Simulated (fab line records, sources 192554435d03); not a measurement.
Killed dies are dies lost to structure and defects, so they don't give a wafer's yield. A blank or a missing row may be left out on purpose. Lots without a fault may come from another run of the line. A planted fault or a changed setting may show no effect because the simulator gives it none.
A struck lot beside a sound one | flow n5_finfet | 43 steps out of a route of 1938
Sound: wafers L984.2, L984.5, L984.6. Struck: wafer L980.4. (L980.1, L980.5 of the same lot were not struck and are left out.) The cause comes at the end.
At each step with rows: each side's tool, then ch and its chambers, then its first start. Under that, the readings that differ: sound wafers | struck wafers | difference of the means | sigmas: that difference in standard deviations of wafers without a fault.
alike: readings whose means differ by less than 2 such deviations, and words and numbers that are the same on both sides. not compared: withheld readings, readings that some wafer has no value for, bounds like >300 that may hide the same value, and numbers for which the record gives no deviation and whose values overlap.
The two part at a step that has a row with sigmas, a row that says differs or no value, or rows on one side only. Numbers that don't overlap but have no deviation are shown without sigmas and don't part them. A reading that every wafer of one side lacks parts them only if that side has two wafers or more.

first, 2 steps without rows for these wafers: N5_SD_EPI_N_STRIP_36 (strips in N2/H2); N5_SD_EPI_N_ETCHBACK_44 (etches SiNx in CH3F/O2, stops on SiO2, target depth 14.5 nm).
N5_SD_EPI_N_ETCH_45: etches SiOCN in CH3F/O2, target depth 6 nm.
  sound on rie_diel-02 ch 1,3, day 6 14:28; struck on rie_diel-05 ch 1, day 5 12:50
  reading                        | sound                | struck | difference | sigmas
  chamber_pressure_mTorr (mTorr) | 15.021 15.011 15.018 | 14.989 | -0.028     | -2
  alike: drypump_motor_current_A, oes_product_au, rf_vpp_V, showerhead_plenum_p_Torr, throttle_valve_pct
  not compared: rf_hours_counter_h
then, 3 steps without rows for these wafers: N5_SD_EPI_N_ETCH_16 (etches SiO2 in CHF3/O2, target depth 5 nm); N5_SD_EPI_N_STRIP_47 (strips in CHF3/O2); N5_SD_EPI_N_SD_RECESS_17 (chemistry HBr/Cl2/O2, target depth 41 nm, time 23.7 s, bt time 3 s).
N5_SD_EPI_N_STRIP_38: strips in N2/H2.
  sound on plasma_asher-02 ch 0,1, day 6 14:48; struck on plasma_asher-01 ch 1, day 5 13:06
  alike: drypump_motor_current_A, heater_power_w, oes_product_au
  not compared: rf_hours_counter_h
then, 5 steps without rows for these wafers: N5_SD_EPI_N_WET_ETCH_43 (etches SiO2 in dHF, time 14 s, target depth 1.5 nm); N5_SD_EPI_N_STRIP_18 (strips in SPM, time 750 s); N5_SD_EPI_N_SRD_20 (time 30 s); N5_SD_EPI_N_PRECLEAN_48 (cleans in NF3:NH3, afs cycles 2, time 20 s, sublimation time 60 s); N5_SD_EPI_N_VAPOR_ETCH_50 (etches Si in HCl, time 54 s).
N5_SD_EPI_N_EPI_21: deposits Si:P, time 690 s.
  sound on epi_rpcvd-03 ch 0, day 6 15:58; struck on epi_rpcvd-02 ch 0, day 5 15:17
  reading                                   | sound          | struck | difference | sigmas
  epi_growth_time_s (s)                     | 690 690 690    | 980.08 | +290.08    |
  model.Si-P_of_SD_EPI_N_EPI_21.thk_nm (nm) | 59.8 59.2 59.6 | 74.8   | +15.3      |
N5_SD_EPI_N_EPI_MEAS_23:
  sound on film_metro-02, day 6 17:25; struck on film_metro-01, day 5 16:27
  reading     | sound          | struck | difference | sigmas
  thk_nm (nm) | 57.9 58.8 59.8 | 74.2   | +15.4      | +12
then, 3 steps without rows for these wafers: N5_SD_EPI_N_PRECLEAN_24 (cleans in O3/DIW, time 60 s); N5_SD_EPI_N_SRD_25 (time 30 s); N5_SD_EPI_N_PRECLEAN_49 (cleans in NF3:NH3, afs cycles 1, time 20 s, sublimation time 60 s).
N5_SD_EPI_N_LINER_46: material SiNx, target thk 3 nm.
  sound on ald_sin-01 ch 0,1,2, day 6 18:07; struck on ald_sin-03 ch 0, day 5 16:45
  reading            | sound       | struck | difference | sigmas
  heater_power_w (W) | 832 821 802 | 1084   | +266       | +3
N5_SD_EPI_N_INSPECT_26: inspects for defects (darkfield).
  sound on defect_inspect-02, day 6 18:22; struck on defect_inspect-02, day 5 17:00
  alike: raw_defect_count
then, 8 steps without rows for these wafers: N5_SD_EPI_P_COAT_34 (time 60 s, resist thk 350 nm); N5_SD_EPI_P_COAT_35 (time 60 s, resist thk 35 nm); N5_SD_EPI_P_COAT_03 (resist thk 150 nm); N5_SD_EPI_P_EBR_05; N5_SD_EPI_P_SOFTBAKE_04 (time 60 s); N5_SD_EPI_P_EXPOSE_06 (exposes mask SD P BLK, target cd 240 nm); N5_SD_EPI_P_PEB_07 (peb time 60 s); N5_SD_EPI_P_DEVELOP_08 (develop time 30 s).
N5_SD_EPI_P_CD_MEAS_09: target cd 240 nm.
  sound on cd_sem-01 ch 0, day 6 18:46; struck on cd_sem-02 ch 0, day 5 17:24
  alike: cd_nm
N5_SD_EPI_P_OVL_MEAS_10:
  sound on overlay-02 ch 0, day 6 18:47; struck on overlay-02 ch 0, day 5 17:26
  alike: SD_P_BLK_OVL
N5_SD_EPI_P_INSPECT_11: inspects for defects (macro).
  sound on defect_inspect-02, day 6 18:49; struck on defect_inspect-02, day 5 17:28
  alike: raw_defect_count
N5_SD_EPI_P_DESCUM_14: chemistry O2, time 7.9 s.
  sound on rie_diel-03 ch 0,3, day 6 19:05; struck on rie_diel-03 ch 2, day 5 17:30
  reading                         | sound          | struck | difference | sigmas
  showerhead_plenum_p_Torr (Torr) | 2.13 2.13 2.18 | 2.01   | -0.14      | -2
  alike: chamber_pressure_mTorr, drypump_motor_current_A, oes_product_au, rf_vpp_V, throttle_valve_pct
  not compared: rf_hours_counter_h
then, 5 steps without rows for these wafers: N5_SD_EPI_P_ETCH_36 (etches SiARC in CF4, target depth 45.5 nm, time 75.8 s); N5_SD_EPI_P_ETCH_37 (etches SOC in N2/H2, overetch 108 nm, time 486 s); N5_SD_EPI_P_STRIP_38 (strips in N2/H2); N5_SD_EPI_P_ETCHBACK_46 (etches SiNx in CH3F/O2, stops on SiO2, target depth 17.5 nm); N5_SD_EPI_P_ETCH_47 (etches SiOCN in CH3F/O2, target depth 25 nm).
N5_SD_EPI_P_ETCH_16: etches SiO2 in CHF3/O2, target depth 5 nm.
  sound on rie_diel-03 ch 0,3, day 6 19:42; struck on rie_diel-03 ch 2, day 5 18:07
  reading                         | sound          | struck | difference | sigmas
  showerhead_plenum_p_Torr (Torr) | 2.44 2.44 2.50 | 2.30   | -0.16      | -2
  alike: chamber_pressure_mTorr, drypump_motor_current_A, oes_product_au, rf_vpp_V, throttle_valve_pct
  not compared: rf_hours_counter_h
then, 5 steps without rows for these wafers: N5_SD_EPI_P_STRIP_50 (strips in CHF3/O2); N5_SD_EPI_P_SD_RECESS_17 (chemistry HBr/Cl2/O2, target depth 39.1 nm, bt time 3 s); N5_SD_EPI_P_WET_ETCH_45 (etches SiO2 in dHF, time 10.7 s, target depth 2 nm, rinse time 30 s); N5_SD_EPI_P_STRIP_40 (strips in N2/H2); N5_SD_EPI_P_PRECLEAN_52 (cleans in O3/DIW, time 60 s).
N5_SD_EPI_P_PRECLEAN_24: cleans in O3/DIW, time 45 s.
  sound on wet_bench-03 ch 0,3,4, day 6 23:35; struck on wet_bench-03 ch 7, day 5 21:09
  reading                                   | sound        | struck | difference | sigmas
  model.Si-P_of_SD_EPI_N_EPI_21.thk_nm (nm) | 59 58.2 58.8 | 73.8   | +15.1      |

WHERE THEY PART
First at N5_SD_EPI_N_ETCH_45; last, within this record, at N5_SD_EPI_P_ETCH_16.

WHY: what the simulator had put in
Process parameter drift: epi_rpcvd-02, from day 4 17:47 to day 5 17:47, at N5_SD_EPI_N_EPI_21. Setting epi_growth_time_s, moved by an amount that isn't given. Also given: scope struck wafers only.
